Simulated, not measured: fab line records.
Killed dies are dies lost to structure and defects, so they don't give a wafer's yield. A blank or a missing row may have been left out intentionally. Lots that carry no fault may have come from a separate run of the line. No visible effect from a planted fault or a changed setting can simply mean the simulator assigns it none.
fab line records	flow n5Finfet
[record] lots = 7	wafers = 39
route steps=1938 shown ZERO_LAYER@4 SD_EPI_N@288 HKMG_FIN@419 MOL_CONTACT_COAG@581 BEOL_M3@972 BEOL_M7@1308
startH: the number of hours between the record's first day and the start of the first shown wafer of the lot	waitH: time in hours since the lot's previous step	" the same as in the row above	L1.1+2: several wafers, shown together as one row	- no value, or no start given	* or withheld: withheld	< > ~ a bound
route shown NAME@n: NAME is a module with steps in the file, n the number in the route of the first one	usual: average and standard deviation across the fault-free wafers	same: alike in all rows	chamber/n: place in a boat	sites: readings site by site	_std_site: their standard deviation	_edge_site: outer sites' mean less inner sites'	radiusMm: how far each site lies from the wafer's centre	mask NAME#n: copy n	behind: tool/chamber where the wafer was last shaped	hold: the reason the lot was held/the length of the hold in hours/how it ended	device: names the non-switching transistor (n, p or np)	end of line: the same wafers' tests at the end of the route	a step without rows: its recipe alone	killed: not the wafer's yield, but the dies lost to structure and defects at the first sort	map: the dies of a wafer, with x for killed, . for not killed, _ for no die there
set.NAME: setting as actually run; set.NAME@STEP: the setting as run at that earlier step	model.NAME: the simulator's own value behind a step, which no gauge read
lots with deliberately changed settings; one table per step, one row per wafer
[[steps]]
[step N5_ZERO_LAYER_PECVD_02]
[recipe] material = SiO2	targetThkA = 100	tempC = 400	precursor = SiH4/N2O	pressureTorr = 0.75	rfW = 275	timeS = 6
lot.wafer	tool	chamber	startH	waitH	set.timeS	model.SiO2_of_ZERO_LAYER_PECVD_02.thkNm
L076.1	pecvd-04	2	24.28	0.0	6	9.89
L076.2	"	1	"	"	6	9.573
L076.3	"	0	"	"	6	9.664
L076.4	"	2	"	"	6	10.13
L076.5	"	1	"	"	6	9.766
L076.6	"	0	"	"	6	9.994
L077.1	pecvd-03	1	30.28	0.0	8.506	14.09
L077.2	"	2	"	"	6	9.78
L077.3	"	0	"	"	6	10.04
L077.4	"	2	"	"	6	10.09
L077.5	"	1	"	"	8.506	14.35
L077.6	"	0	"	"	8.506	14.51
L088.1	pecvd-02	1	96.28	0.0	3.079	5.004
L088.2	"	2	"	"	3.079	5.188
L088.3	"	1	"	"	6	9.97
L088.4	"	2	"	"	6	10.23
L088.5	"	2	"	"	6	10.17
L088.6	"	1	"	"	3.079	5.182
L089.3	pecvd-04	2	102.28	0.0	6	10.04
L089.4	"	0	"	"	6	10.22
L089.6	"	1	"	"	6	9.947
L094.1	pecvd-03	1	132.28	0.0	6	10.01
L094.2	"	2	"	"	6	9.97
L094.3	"	0	"	"	8.308	13.87
L094.4	"	0	"	"	8.308	14.17
L094.5	"	1	"	"	8.308	14.08
L094.6	"	2	"	"	6	9.989
L095.1	pecvd-03	1	138.28	0.0	5.088	8.615
L095.2	"	2	"	"	5.088	8.43
L095.3	"	0	"	"	6	10.24
L095.4	"	0	"	"	5.088	8.806
L095.5	"	1	"	"	6	10.19
L095.6	"	2	"	"	6	10.18
L096.1	pecvd-03	1	144.30	0.0	6	9.949
L096.2	"	2	"	"	6	9.906
L096.3	"	0	"	"	9.168	15.22
L096.4	"	0	"	"	6	10.24
L096.5	"	1	"	"	9.168	15.42
L096.6	"	2	"	"	9.168	15.36
[step N5_SD_EPI_N_EPI_21]
[recipe] material = Si:P	dopant = P	tempC = 680	pressureTorr = 255	timeS = 690
lot.wafer	tool	chamber	startH	waitH	set.timeS	model.Si-P_of_SD_EPI_N_EPI_21.thkNm
L076.1	epiRpcvd-04	0	63.01	0.1	1022	79.2
L076.2	"	0	"	"	1022	78.2
L076.3	"	0	"	"	1022	79
L076.4	"	0	"	"	690	59.4
L076.5	"	0	"	"	690	60
L076.6	"	0	"	"	690	59.2
L077.1	epiRpcvd-04	0	69.46	0.2	690	58.4
L077.2	"	0	"	"	859.6	69
L077.3+5	"	0	"	"	859.6	68.4
L077.4	"	0	"	"	690	59
L077.6	"	0	"	"	690	58.6
L088.1	epiRpcvd-04	0	133.85	0.1	690	58.6
L088.2	"	0	"	"	1095	79.8
L088.3	"	0	"	"	690	58.8
L088.4	"	0	"	"	1095	80.4
L088.5	"	0	"	"	1095	81
L088.6	"	0	"	"	690	59
L089.3	epiRpcvd-04	0	142.20	0.7	690	59.2
L089.4	"	0	"	"	690	59
L089.6	"	0	"	"	690	58.6
L094.1+4	epiRpcvd-04	0	172.19	0.1	690	60.2
L094.2	"	0	"	"	690	60.4
L094.3	"	0	"	"	690	59.4
L094.5	"	0	"	"	690	59.6
L094.6	"	0	"	"	690	60.6
L095.1+5	epiRpcvd-01	0	180.67	0.1	391	36
L095.2	"	0	"	"	690	59
L095.3	"	0	"	"	391	36.2
L095.4	"	0	"	"	690	59.2
L095.6	"	0	"	"	690	58.6
L096.1	epiRpcvd-04	0	189.62	0.2	690	58.2
L096.2	"	0	"	"	348.7	32.4
L096.3	"	0	"	"	348.7	32.2
L096.4	"	0	"	"	690	58.8
L096.5	"	0	"	"	690	59.4
L096.6	"	0	"	"	348.7	31.8
[step N5_SD_EPI_N_EPI_MEAS_23]
[recipe] mode = xrd
[usual] thkNm = 58.8/1.2
lot.wafer	tool	chamber	startH	waitH	set.timeS@SD_EPI_N_EPI_21	thkNm
L076.1	filmMetro-01	-	64.73	1.4	1022	81.0
L076.2	"	-	"	"	1022	77.2
L076.3	"	-	"	"	1022	79.1
L076.4	"	-	"	"	690	58.3
L076.5	"	-	"	"	690	59.2
L076.6	"	-	"	"	690	59.1
L077.1	filmMetro-01	-	71.74	1.9	690	58.9
L077.2	"	-	"	"	859.6	69.1
L077.3	"	-	"	"	859.6	67.0
L077.4	"	-	"	"	690	58.5
L077.5	"	-	"	"	859.6	67.9
L077.6	"	-	"	"	690	58.9
L088.1	filmMetro-01	-	135.57	1.4	690	60.2
L088.2	"	-	"	"	1095	80.4
L088.3	"	-	"	"	690	58.3
L088.4	"	-	"	"	1095	80.4
L088.5	"	-	"	"	1095	81.3
L088.6	"	-	"	"	690	56.8
L089.3	filmMetro-01	-	143.38	0.9	690	58.1
L089.4	"	-	"	"	690	60.6
L089.6	"	-	"	"	690	60.0
L094.1	filmMetro-01	-	173.91	1.4	690	60.5
L094.2	"	-	"	"	690	60.9
L094.3	"	-	"	"	690	61.7
L094.4	"	-	"	"	690	60.8
L094.5	"	-	"	"	690	57.5
L094.6	"	-	"	"	690	61.0
L095.1	filmMetro-02	-	182.38	1.5	391	38.2
L095.2	"	-	"	"	690	58.9
L095.3	"	-	"	"	391	36.1
L095.4	"	-	"	"	690	57.5
L095.5	"	-	"	"	391	36.8
L095.6	"	-	"	"	690	59.0
L096.1	filmMetro-01	-	191.90	1.9	690	56.8
L096.2	"	-	"	"	348.7	32.3
L096.3	"	-	"	"	348.7	30.6
L096.4	"	-	"	"	690	57.7
L096.5	"	-	"	"	690	60.1
L096.6	"	-	"	"	348.7	33.6
[step N5_HKMG_FIN_ALD_36]
[recipe] material = TiN	targetThkA = 10	tempC = 400	aldPrecursorFamily = TiCl4	aldCoReactant = NH3	pulseTimeS = 1	purgeTimeS = 3	coReactantPurgeTimeS = 2	coReactantPulseTimeS = 2	aldCycles = 47	pressureTorr = 3
lot.wafer	tool	chamber	startH	waitH	set.aldCycles	model.TiN_of_HKMG_FIN_ALD_36.thkNm
L076.1+2+5	aldMetal-04	2,1,0	85.64	0.0	38	0.8
L076.3+4+6	"	0,3,1	"	"	47	1
L077.1+2+5	aldMetal-04	2,0,1	92.91	0.0	47	1
L077.3+4+6	"	1,3,2	"	"	20	0.4
L088.1+2+3+4+5+6	aldMetal-01	2,3,0,1,3,0	156.97	0.0	47	1
L089.3+4+6	aldMetal-04	2,1,3	163.79	0.0	47	1
L094.1+3+4	aldMetal-01	2,1,3	195.35	0.0	25	0.6
L094.2+5+6	"	0,3,0	"	"	47	1
L095.1+2+3+4+5+6	aldMetal-03	0,3,1,2,1,2	205.81	0.0	47	1
L096.1+2+3+4+5+6	aldMetal-04	2,0,3,1,3,2	214.95	0.0	47	1
[step N5_MOL_CONTACT_COAG_ETCH_91]
[recipe] chemistry = N2/H2	target = SOC	targetDepthA = 600	overetchA = 210	maskMaterial = SiARC	tempC = 40	timeS = 101.2	ionEnergyEv = 200	pressureMtorr = 30	sourceW = 840	biasW = 150	n2FlowSccm = 200	h2FlowSccm = 200
lot.wafer	tool	chamber	startH	waitH	set.targetDepthA	model.SiARC_of_MOL_CONTACT_COAG_COAT_76.thkNm
L076.1+3+4+5	rieDiel-06	2,0,2,0	109.77	0.0	600	5.8
L076.2+6	"	1	"	"	600	6
L077.1+2	rieDiel-01	0,3	117.27	0.0	600	5.8
L077.3	"	1	"	"	600	5.6
L077.4	"	2	"	"	697.1	5
L077.5+6	"	3,0	"	"	697.1	5.2
L088.1+3	rieDiel-05	2,1	180.63	0.0	957.1	3.8
L088.2+5	"	0	"	"	600	6
L088.4	"	3	"	"	957.1	4.2
L088.6	"	1	"	"	600	5.6
L089.3	rieDiel-05	3	188.84	0.0	600	5.8
L089.4+6	"	2,1	"	"	600	5.6
L094.1	rieDiel-05	0	219.13	0.0	957.7	4.2
L094.2+4	"	1,3	"	"	600	5.8
L094.3	"	2	"	"	957.7	3.6
L094.5	"	1	"	"	957.7	3.8
L094.6	"	0	"	"	600	6
L095.1+3+4	rieDiel-06	2,0,2	230.61	0.0	600	5.8
L095.2+5+6	"	1,1,0	"	"	600	6
L096.1+6	rieDiel-01	0	242.34	0.0	600	6
L096.2	"	2	"	"	600	5.6
L096.3+4+5	"	3,1,3	"	"	600	5.8
[step N5_BEOL_M3_ALD_98]
[recipe] material = SiO2	targetThkA = 25	tempC = 100	aldPrecursorFamily = BDEAS	aldCoReactant = O2-plasma	pulseTimeS = 1	coReactantPulseTimeS = 1	purgeTimeS = 2	coReactantPurgeTimeS = 2	aldCycles = 17	pressureTorr = 2
lot.wafer	tool	chamber	startH	waitH	set.aldCycles	model.SiO2_of_BEOL_M3_ALD_98.thkNm
L076.1+6	aldSin-02	1,2	176.41	0.1	17	2.6
L076.2+4+5	"	2,0,3	"	"	14	2
L076.3	"	3	"	"	17	2.4
L077.1	aldSin-02	2	180.32	0.5	17	2.4
L077.2+3+4	"	1,0,3	"	"	8	1.2
L077.5+6	"	1,2	"	"	17	2.6
L088.1+3+5	aldSin-02	2,0,3	239.90	0.5	21	3
L088.2+4+6	"	3,1,2	"	"	17	2.6
L089.3+4+6	aldSin-04	1,0,2	242.49	0.1	17	2.4
L094.1+2+6	aldSin-03	3,0,3	281.27	0.1	17	2.6
L094.3+5	"	1,2	"	"	21	3
L094.4	"	2	"	"	21	3.2
L095.1+2+3	aldSin-04	1,0,2	290.08	0.1	26	3.8
L095.4+5	"	3,1	"	"	17	2.4
L095.6	"	0	"	"	17	2.6
L096.1+3+4+5+6	aldSin-04	3,1,2,1,2	303.02	0.1	17	2.4
L096.2	"	0	"	"	17	2.6
[step N5_BEOL_M7_TRENCH_ETCH_37]
[recipe] chemistry = C4F6/O2	targetDepthA = 934.78	target = SiCOH_lowk	timeS = 31.2	ionEnergyEv = 250	pressureMtorr = 30	sourceW = 345	biasW = 185	Ar_flow_sccm = 300	C4F6_flow_sccm = 10	O2_flow_sccm = 10
lot.wafer	tool	chamber	startH	waitH	set.targetDepthA	model.etch.depthNm	model.BEOL_M7.featureDepthNm	model.TiN_of_BEOL_M7_HM_DEP_02.thkNm
L076.1	rieDiel-04	1	-	-	934.78	95.39	95.4	17.4
L076.2	"	0	"	"	934.78	91.6	91.6	17.4
L076.3	"	2	"	"	1329	132.9	133	16.6
L076.4	"	3	"	"	1329	135.6	135.6	16.6
L076.5	"	3	"	"	1329	135.8	135.8	16.6
L076.6	"	2	"	"	934.78	94.42	94.4	17.4
L077.1	rieDiel-03	0	-	-	934.78	92.35	92.4	16.8
L077.2	"	3	"	"	934.78	91.85	91.8	17.2
L077.3	"	2	"	"	1317	132.2	132.2	16
L077.4	"	1	"	"	1317	133.3	133.2	15.8
L077.5	"	3	"	"	1317	128.2	128.2	16
L077.6	"	0	"	"	934.78	91.93	92	17
L089.3	rieDiel-02	2	-	-	934.78	95.38	95.4	16.8
L089.4	"	3	"	"	934.78	92.87	92.8	17
L089.6	"	2	"	"	934.78	95.52	95.6	16.8
L088.1	rieDiel-04	1	-	-	934.78	95.63	95.6	17.2
L088.2	"	0	"	"	934.78	91.38	91.4	17.4
L088.3	"	3	"	"	934.78	95.61	95.6	17.4
L088.4	"	2	"	"	934.78	94.4	94.4	17
L088.5	"	0	"	"	934.78	90.94	91	17.4
L088.6	"	3	"	"	934.78	96.08	96	17.2
L094.1	rieDiel-04	1	-	-	652.9	66.27	66.2	18.2
L094.2	"	2	"	"	934.78	93.66	93.6	17.4
L094.3	"	0	"	"	652.9	63.79	63.8	18.4
L094.4	"	3	"	"	934.78	95.46	95.4	17.6
L094.5	"	0	"	"	934.78	91.61	91.6	17.4
L094.6	"	1	"	"	652.9	65.93	66	18.4
L095.1	rieDiel-04	3	-	-	934.78	97.06	97	17.4
L095.2	"	0	"	"	410.5	40.47	40.4	19.2
L095.3	"	2	"	"	410.5	41.85	41.8	19.2
L095.4	"	1	"	"	934.78	95.6	95.6	18
L095.5	"	3	"	"	934.78	96.81	96.8	17.4
L095.6	"	2	"	"	410.5	41.46	41.4	19
L096.1	rieDiel-04	0	-	-	934.78	91.9	92	17.8
L096.2	"	3	"	"	934.78	96.51	96.6	17.6
L096.3	"	2	"	"	934.78	94.08	94	17.6
L096.4	"	1	"	"	538.5	54.85	54.8	18.8
L096.5	"	2	"	"	538.5	53.97	54	19
L096.6	"	1	"	"	538.5	55.25	55.2	18.8
[step N5_BEOL_M7_ETCH_41]
[recipe] chemistry = CH3F/O2	target = SiCN	targetDepthA = 319	taperDeg = 2	timeS = 57.8	ionEnergyEv = 120	maskMaterial = TiN	pressureMtorr = 30	sourceW = 395	biasW = 75	Ar_flow_sccm = 150	CH3F_flow_sccm = 30	O2_flow_sccm = 20
[step N5_BEOL_M7_STRIP_80]
[recipe] chemistry = N2/H2	timeS = 10	powerW = 450	tempC = 40	pressureMtorr = 20	rfFrequencyHz = 6e+07	biasPowerW = 7	n2FlowSccm = 200	h2FlowSccm = 200
[step N5_BEOL_M7_OCD_MEAS_38]
[usual] trenchDepthNm = 94.0/1.6
lot.wafer	tool	chamber	startH	waitH	set.targetDepthA@BEOL_M7_TRENCH_ETCH_37	trenchDepthNm
L076.1	ocd-02	-	222.60	-	934.78	95.8
L076.2	"	-	"	"	934.78	91.6
L076.3	"	-	"	"	1329	133.1
L076.4	"	-	"	"	1329	135.5
L076.5	"	-	"	"	1329	135.2
L076.6	"	-	"	"	934.78	94.2
L077.1	ocd-02	-	225.90	-	934.78	92.2
L077.2	"	-	"	"	934.78	91.6
L077.3	"	-	"	"	1317	132.2
L077.4	"	-	"	"	1317	132.7
L077.5	"	-	"	"	1317	128.4
L077.6	"	-	"	"	934.78	92.1
L089.3	ocd-01	-	292.29	-	934.78	95.1
L089.4	"	-	"	"	934.78	92.9
L089.6	"	-	"	"	934.78	95.5
L088.1	ocd-02	-	292.46	-	934.78	95.3
L088.2	"	-	"	"	934.78	91.6
L088.3	"	-	"	"	934.78	95.1
L088.4	"	-	"	"	934.78	94.7
L088.5	"	-	"	"	934.78	91.1
L088.6	"	-	"	"	934.78	95.8
L094.1	ocd-01	-	333.72	-	652.9	66.2
L094.2	"	-	"	"	934.78	93.3
L094.3	"	-	"	"	652.9	64.8
L094.4	"	-	"	"	934.78	95.6
L094.5	"	-	"	"	934.78	91.5
L094.6	"	-	"	"	652.9	66.2
L095.1	ocd-02	-	338.59	-	934.78	97.1
L095.2	"	-	"	"	410.5	40.5
L095.3	"	-	"	"	410.5	42.2
L095.4	"	-	"	"	934.78	95.0
L095.5	"	-	"	"	934.78	96.8
L095.6	"	-	"	"	410.5	41.5
L096.1	ocd-01	-	345.33	-	934.78	91.8
L096.2	"	-	"	"	934.78	96.1
L096.3	"	-	"	"	934.78	94.0
L096.4	"	-	"	"	538.5	54.9
L096.5	"	-	"	"	538.5	54.6
L096.6	"	-	"	"	538.5	55.1
[step N5_BEOL_M7_HM_STRIP_39]
[recipe] chemistry = peroxideTinStrip	material = TiN	targetDepthA = 250	tempC = 50	timeS = 158
[step N5_BEOL_M7_SRD_40]
[recipe] timeS = 30	tempC = 23	rinseLiquid = diw	dry = ipaMarangoni
[step N5_BEOL_M7_ECD_50]
[recipe] material = Cu	targetThkA = 3000
[step N5_BEOL_M7_ANNEAL_51]
[recipe] tempC = 225	timeS = 90	ambient = N2
[step N5_BEOL_M7_CMP_52]
[recipe] stopOn = SiCOH_lowk	tOverpolishS = 6.9	downForcePsi = 1	platenRpm = 50	clearingPlatenDownForcePsi = 1.5	clearingPlatenRpm = 50	postCmpClean = cuAlkaline	targetThkNm = 80	clearingPlatenPadVelocityMS = 0.99484	padVelocityMS = 0.99484
lot.wafer	tool	chamber	startH	waitH	set.targetDepthA@BEOL_M7_TRENCH_ETCH_37	model.Cu_of_BEOL_M7_ECD_50.thkNm
L076.4	cmp-02	3	225.05	0.2	1329	124.4
L076.1	"	0	"	"	934.78	83
L076.2	"	1	"	"	934.78	79
L076.3	"	2	"	"	1329	119.4
L076.5	"	3	"	"	1329	124.8
L076.6	"	0	"	"	934.78	81.8
L077.2	cmp-01	3	227.78	0.2	934.78	77.4
L077.4	"	0	"	"	1317	119.8
L077.1	"	1	"	"	934.78	78.2
L077.3	"	2	"	"	1317	118
L077.6	"	3	"	"	934.78	77.8
L077.5	"	0	"	"	1317	113.4
L089.3	cmp-04	3	294.78	0.2	934.78	82.6
L089.4	"	1	"	"	934.78	79.8
L089.6	"	2	"	"	934.78	81
L088.2	cmp-01	0	294.90	0.2	934.78	78.4
L088.1+3	"	1,2	"	"	934.78	83.2
L088.4	"	3	"	"	934.78	80.6
L088.6	"	0	"	"	934.78	83.6
L088.5	"	1	"	"	934.78	78
L094.2	cmp-01	1	336.20	0.2	934.78	81.6
L094.1	"	2	"	"	652.9	54.2
L094.3	"	3	"	"	652.9	51
L094.4	"	0	"	"	934.78	83.8
L094.5	"	1	"	"	934.78	79
L094.6	"	2	"	"	652.9	54
L095.4	cmp-01	0	341.70	0.1	934.78	82.2
L095.3	"	1	"	"	410.5	27.8
L095.1	"	2	"	"	934.78	84
L095.2	"	3	"	"	410.5	26.8
L095.5	"	0	"	"	934.78	82.4
L095.6	"	1	"	"	410.5	27.2
L096.3	cmp-04	1	348.81	0.2	934.78	82
L096.4	"	2	"	"	538.5	40.6
L096.1	"	3	"	"	934.78	79.6
L096.2	"	0	"	"	934.78	83.8
L096.6	"	1	"	"	538.5	42.8
L096.5	"	2	"	"	538.5	39.8
[step N5_BEOL_M7_THK_MEAS_53]
[recipe] thkMeasGauge = xrf	reads = Cu_of_BEOL_M7_ECD_50
[usual] M7_THK = 81.0/2.1
lot.wafer	tool	chamber	startH	waitH	set.targetDepthA@BEOL_M7_TRENCH_ETCH_37	M7_THK[nm]
L076.1	filmMetro-01	-	225.34	-	934.78	83.5
L076.2	"	-	"	"	934.78	79.8
L076.3	"	-	"	"	1329	120.2
L076.4	"	-	"	"	1329	125.3
L076.5	"	-	"	"	1329	126.1
L076.6	"	-	"	"	934.78	82.4
L077.1	filmMetro-02	-	228.08	-	934.78	78.9
L077.2	"	-	"	"	934.78	77.9
L077.3	"	-	"	"	1317	118.5
L077.4	"	-	"	"	1317	120.6
L077.5	"	-	"	"	1317	113.8
L077.6	"	-	"	"	934.78	78.3
L089.3	filmMetro-01	-	295.04	-	934.78	82.6
L089.4	"	-	"	"	934.78	80.0
L089.6	"	-	"	"	934.78	81.2
L088.1	filmMetro-01	-	295.19	-	934.78	83.5
L088.2	"	-	"	"	934.78	78.5
L088.3	"	-	"	"	934.78	83.3
L088.4	"	-	"	"	934.78	80.9
L088.5	"	-	"	"	934.78	78.2
L088.6	"	-	"	"	934.78	83.7
L094.1	filmMetro-02	-	336.49	-	652.9	53.9
L094.2	"	-	"	"	934.78	80.9
L094.3	"	-	"	"	652.9	50.7
L094.4	"	-	"	"	934.78	83.2
L094.5	"	-	"	"	934.78	78.6
L094.6	"	-	"	"	652.9	53.7
L095.1	filmMetro-01	-	342.00	-	934.78	83.6
L095.2	"	-	"	"	410.5	26.7
L095.3	"	-	"	"	410.5	27.8
L095.4	"	-	"	"	934.78	81.9
L095.5	"	-	"	"	934.78	82.2
L095.6	"	-	"	"	410.5	27.1
L096.1	filmMetro-02	-	349.11	-	934.78	79.9
L096.2	"	-	"	"	934.78	84.3
L096.3	"	-	"	"	934.78	82.6
L096.4	"	-	"	"	538.5	40.7
L096.5	"	-	"	"	538.5	39.8
L096.6	"	-	"	"	538.5	42.9
[step N5_BEOL_M7_PRE_CLEAN_55]
[recipe] gas = NH3	timeS = 15	tempC = withheld	rfPowerW = 300
[step N5_BEOL_M7_DEP_56]
[recipe] material = SiCN	targetThkA = 100	tempC = withheld	precursor = 3MS/NH3	pressureTorr = 3	rfW = 202	timeS = 17.5
[step N5_BEOL_M7_RS_MEAS_57]
[recipe] thkMeasGauge = four-point-probe	reads = Cu_of_BEOL_M7_ECD_50+Co_of_BEOL_M7_CVD_78+TaN_of_BEOL_M7_ALD_77
[usual] M7_RS = 0.284/0.0084
lot.wafer	tool	chamber	startH	waitH	set.targetDepthA@BEOL_M7_TRENCH_ETCH_37	M7_RS[ohm/sq]
L076.1	filmMetro-01	-	225.49	0.1	934.78	0.274
L076.2	"	-	"	"	934.78	0.289
L076.3	"	-	"	"	1329	0.181
L076.4	"	-	"	"	1329	0.172
L076.5	"	-	"	"	1329	0.172
L076.6	"	-	"	"	934.78	0.279
L077.1	filmMetro-02	-	228.21	0.1	934.78	0.293
L077.2	"	-	"	"	934.78	0.297
L077.3	"	-	"	"	1317	0.184
L077.4	"	-	"	"	1317	0.180
L077.5	"	-	"	"	1317	0.191
L077.6	"	-	"	"	934.78	0.295
L089.3	filmMetro-01	-	295.17	0.1	934.78	0.275
L089.4	"	-	"	"	934.78	0.287
L089.6	"	-	"	"	934.78	0.282
L088.1	filmMetro-01	-	295.32	0.1	934.78	0.272
L088.2	"	-	"	"	934.78	0.293
L088.3	"	-	"	"	934.78	0.273
L088.4	"	-	"	"	934.78	0.284
L088.5	"	-	"	"	934.78	0.295
L088.6	"	-	"	"	934.78	0.271
L094.1	filmMetro-01	-	336.62	0.1	652.9	0.457
L094.2	"	-	"	"	934.78	0.279
L094.3	"	-	"	"	652.9	0.494
L094.4	"	-	"	"	934.78	0.271
L094.5	"	-	"	"	934.78	0.291
L094.6	"	-	"	"	652.9	0.460
L095.1	filmMetro-02	-	342.13	0.1	934.78	0.271
L095.2	"	-	"	"	410.5	1.153
L095.3	"	-	"	"	410.5	1.094
L095.4	"	-	"	"	934.78	0.278
L095.5	"	-	"	"	934.78	0.276
L095.6	"	-	"	"	410.5	1.119
L096.1	filmMetro-01	-	349.24	0.1	934.78	0.288
L096.2	"	-	"	"	934.78	0.271
L096.3	"	-	"	"	934.78	0.278
L096.4	"	-	"	"	538.5	0.660
L096.5	"	-	"	"	538.5	0.677
L096.6	"	-	"	"	538.5	0.616
[[key]]
[split] step = N5_ZERO_LAYER_PECVD_02	setting = timeS	stated = 6	by = wafer
[response] step = N5_ZERO_LAYER_PECVD_02	reading = model.SiO2_of_ZERO_LAYER_PECVD_02.thkNm	change = +0.103	per = 1%	r = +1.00
[split] step = N5_SD_EPI_N_EPI_21	setting = timeS	stated = 690	by = wafer
[response] step = N5_SD_EPI_N_EPI_21	reading = model.Si-P_of_SD_EPI_N_EPI_21.thkNm	change = +0.444	per = 1%	r = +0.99
[response] step = N5_SD_EPI_N_EPI_MEAS_23	reading = thkNm	change = *	per = 1%	r = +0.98
[split] step = N5_HKMG_FIN_ALD_36	setting = aldCycles	stated = 47	by = wafer
[response] step = N5_HKMG_FIN_ALD_36	reading = model.TiN_of_HKMG_FIN_ALD_36.thkNm	change = +0.00973	per = 1%	r = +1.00
[split] step = N5_MOL_CONTACT_COAG_ETCH_91	setting = targetDepthA	stated = 600	by = wafer
[response] step = N5_MOL_CONTACT_COAG_ETCH_91	reading = model.SiARC_of_MOL_CONTACT_COAG_COAT_76.thkNm	change = -0.0332	per = 1%	r = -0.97
[split] step = N5_BEOL_M3_ALD_98	setting = aldCycles	stated = 17	by = wafer
[response] step = N5_BEOL_M3_ALD_98	reading = model.SiO2_of_BEOL_M3_ALD_98.thkNm	change = +0.0243	per = 1%	r = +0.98
[split] step = N5_BEOL_M7_TRENCH_ETCH_37	setting = targetDepthA	stated = 934.78	by = wafer
[response] step = N5_BEOL_M7_TRENCH_ETCH_37	reading = model.etch.depthNm	change = +0.962	per = 1%	r = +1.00
[response] step = N5_BEOL_M7_TRENCH_ETCH_37	reading = model.BEOL_M7.featureDepthNm	change = +0.963	per = 1%	r = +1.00
[response] step = N5_BEOL_M7_TRENCH_ETCH_37	reading = model.TiN_of_BEOL_M7_HM_DEP_02.thkNm	change = -0.0258	per = 1%	r = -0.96
[response] step = N5_BEOL_M7_OCD_MEAS_38	reading = trenchDepthNm	change = +0.956	per = 1%	r = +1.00
[response] step = N5_BEOL_M7_CMP_52	reading = model.Cu_of_BEOL_M7_ECD_50.thkNm	change = +0.974	per = 1%	r = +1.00
[response] step = N5_BEOL_M7_THK_MEAS_53	reading = M7_THK	change = +0.975	per = 1%	r = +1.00
[response] step = N5_BEOL_M7_RS_MEAS_57	reading = M7_RS	shape = bent	atLowest = 1.122	atStated = 0.282	atHighest = 0.175
